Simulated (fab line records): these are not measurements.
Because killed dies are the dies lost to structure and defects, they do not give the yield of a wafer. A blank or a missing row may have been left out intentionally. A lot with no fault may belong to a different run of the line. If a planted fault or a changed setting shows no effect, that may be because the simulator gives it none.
Matching of chambers -- flow n5_finfet -- N5_BEOL_M6_ETCH_61 on rie_diel-01: 4 sister chambers
The step etches SiARC in CF4, target depth 45.5 nm, time 75.8 s. 4 wafers are shown with their chamber, then 8 later ones without.

## WAFERS, EACH WITH ITS CHAMBER
wafer,chamber,drypump_motor_current_A (A)
L087.3,0,6.4
L089.1,2,5.9
L089.3,1,6.6
L091.1,3,6.1

## WAFERS WITH NO CHAMBER GIVEN
wafer,drypump_motor_current_A (A)
L091.2,5.9
L091.5,5.8
L095.2,6.1
L095.4,6.4
L095.6,5.9
L097.1,6.7
L097.2,5.9
L097.4,6.1

## THE CHAMBER EACH PASSED THROUGH
wafer,from the rows above,in truth
L091.2,2,2
L091.5,2,2
L095.2,3,3
L095.4,0,0
L095.6,2,2
L097.1,1,1
L097.2,2,2
L097.4,3,3
Correctly placed: 8 of 8. From these rows, 0 cannot be placed. Number placed wrongly: 0.
How it was worked out, from the rows above alone: a wafer's distance from a chamber is the root of the sum, over the readings, of the square of ((its reading less the chamber's mean) divided by the reading's scatter). The wafer belongs to the nearest chamber; if the next one is less than 2 further off, it can't be placed. Each chamber's mean is taken over the wafers shown for it. The scatter: with one shown wafer a chamber, the root of the mean of the squares of how far each hidden wafer lies from its nearest shown one.
